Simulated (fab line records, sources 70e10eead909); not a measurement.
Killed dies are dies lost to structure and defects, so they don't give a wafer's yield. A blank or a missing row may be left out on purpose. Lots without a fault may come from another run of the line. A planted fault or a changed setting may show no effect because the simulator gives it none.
Chamber matching | flow nand_harc | NHARC_P_M1_STRIP_18 on rie_diel-06: 4 sister chambers
The step strips in N2/H2. 14 wafers are shown with their chamber, then 7 later ones without.

WAFERS WITH THEIR CHAMBER
wafer  | chamber | showerhead_plenum_p_Torr (Torr) | drypump_motor_current_A (A) | throttle_valve_pct (%)
L074.1 | 2       | 1.95                            | 4.9                         | 14.148
L074.3 | 0       | 2.02                            | 5.6                         | 14.184
L074.5 | 0       | 2.03                            | 5.6                         | 14.191
L077.1 | 1       | 1.89                            | 6.3                         | 14.161
L077.5 | 3       | 1.97                            | 5.0                         | 14.153
L077.6 | 0       | 2.02                            | 5.6                         | 14.165
L080.3 | 3       | 1.97                            | 5.1                         | 14.164
L080.5 | 3       | 1.97                            | 5.0                         | 14.156
L080.6 | 0       | 2.02                            | 5.6                         | 14.181
L085.2 | 0       | 2.02                            | 5.6                         | 14.191
L085.4 | 3       | 1.96                            | 5.1                         | 14.188
L085.6 | 0       | 2.02                            | 5.6                         | 14.180
L086.1 | 1       | 1.89                            | 6.2                         | 14.164
L086.2 | 3       | 1.96                            | 5.0                         | 14.180

SIGNATURES (means of the wafers above)
reading                  | chamber 0 | chamber 1 | chamber 2 | chamber 3 | scatter within a chamber
showerhead_plenum_p_Torr | 2.0217    | 1.8900    | 1.9500    | 1.9660    | 0.00451
drypump_motor_current_A  | 5.600     | 6.250     | 4.900     | 5.040     | 0.0412
throttle_valve_pct       | 14.18200  | 14.16250  | 14.14800  | 14.16820  | 0.0118
Rule: a wafer's distance from a chamber is the root of the sum, over the readings, of the square of ((its reading less the chamber's mean) divided by the reading's scatter). The wafer belongs to the nearest chamber; if the next one is less than 2 further off, it can't be placed. The scatter: the root of (the sum of the squares of (reading less its chamber's mean) over the shown wafers, divided by (wafers less chambers)).

WAFERS WITHOUT THEIR CHAMBER
wafer  | showerhead_plenum_p_Torr (Torr) | drypump_motor_current_A (A) | throttle_valve_pct (%)
L086.4 | 2.02                            | 5.6                         | 14.172
L087.1 | 1.94                            | 4.9                         | 14.177
L087.5 | 1.94                            | 4.9                         | 14.171
L087.6 | 1.96                            | 5.0                         | 14.173
L094.2 | 1.89                            | 6.2                         | 14.159
L094.3 | 1.96                            | 5.0                         | 14.173
L094.4 | 2.02                            | 5.6                         | 14.164

WHICH CHAMBER EACH WENT THROUGH
wafer  | from the rows above | in truth
L086.4 | 0                   | 0
L087.1 | 2                   | 2
L087.5 | 2                   | 2
L087.6 | 3                   | 3
L094.2 | 1                   | 1
L094.3 | 3                   | 3
L094.4 | 0                   | 0
Placed correctly: 7 of 7. Can't be placed from these rows: 0. Placed wrongly: 0.
